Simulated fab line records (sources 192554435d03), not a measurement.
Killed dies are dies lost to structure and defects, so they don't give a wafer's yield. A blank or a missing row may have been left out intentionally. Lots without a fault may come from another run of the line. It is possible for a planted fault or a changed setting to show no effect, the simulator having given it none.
Which tool was responsible? + flow n5Finfet + 33 wafers sampled from 11 lots at 1 step of a route of 1938

== WHAT EACH GAUGE READ, for each wafer ==
N5_BEOL_M13_INSPECT_55: inspects for defects (darkfield). Usual: rawDefectCount at 70, with a standard deviation of 25.
| lot  | measured     | on               | rawDefectCount | flag |
|------|--------------|------------------|----------------|------|
| L587 | day 12 01:55 | defectInspect-01 | 32 45 80       |      |
| L591 | day 12 14:08 | defectInspect-02 | 57 111 100     |      |
| L589 | day 13 00:04 | defectInspect-01 | 67 58 63       |      |
| L593 | day 13 13:57 | defectInspect-02 | 42 65 46       |      |
| L604 | day 16 02:47 | defectInspect-01 | 84 108 81      |      |
| L603 | day 16 08:16 | defectInspect-02 | 38 69 61       |      |
| L605 | day 16 11:36 | defectInspect-02 | 61 52 48       |      |
| L607 | day 16 21:35 | defectInspect-01 | 46 41 40       |      |
| L606 | day 16 22:42 | defectInspect-01 | 77 57 60       |      |
| L608 | day 17 19:59 | defectInspect-02 | 70 76 98       |      |
| L609 | day 19 12:41 | defectInspect-01 | 55 34 56       |      |

== WHICH TOOL RAN EACH LOT (tool, then ch and the chambers of the sampled wafers, then the start) ==
The record shows no process step preceding these readings.

== AS READ BY THE TOOLS THEMSELVES (means over the sampled wafers that have a number; for cases with no such wafer, the mark the record gives instead) ==
The record holds no such reading with a usual standard deviation.

== THE ANSWER, worked out from the rows above alone ==
Rule: a lot counts as off when the mean over its wafers that have a number is more than 3 standard deviations away from the usual mean. Also off: a lot with no number at a reading for which 4 or more lots have one. All remaining lots with rows at the step are treated as sound. First the gauges in route order, then the tools' own readings, where a lot's mean is used as printed above. The first step at which some lot is off is used, and at that step the reading that is off furthest; a lot without a number counts as furthest.
No lot is off at any reading shown: from this, nothing can be told.

== WHAT THE SIMULATOR HAD INSERTED ==
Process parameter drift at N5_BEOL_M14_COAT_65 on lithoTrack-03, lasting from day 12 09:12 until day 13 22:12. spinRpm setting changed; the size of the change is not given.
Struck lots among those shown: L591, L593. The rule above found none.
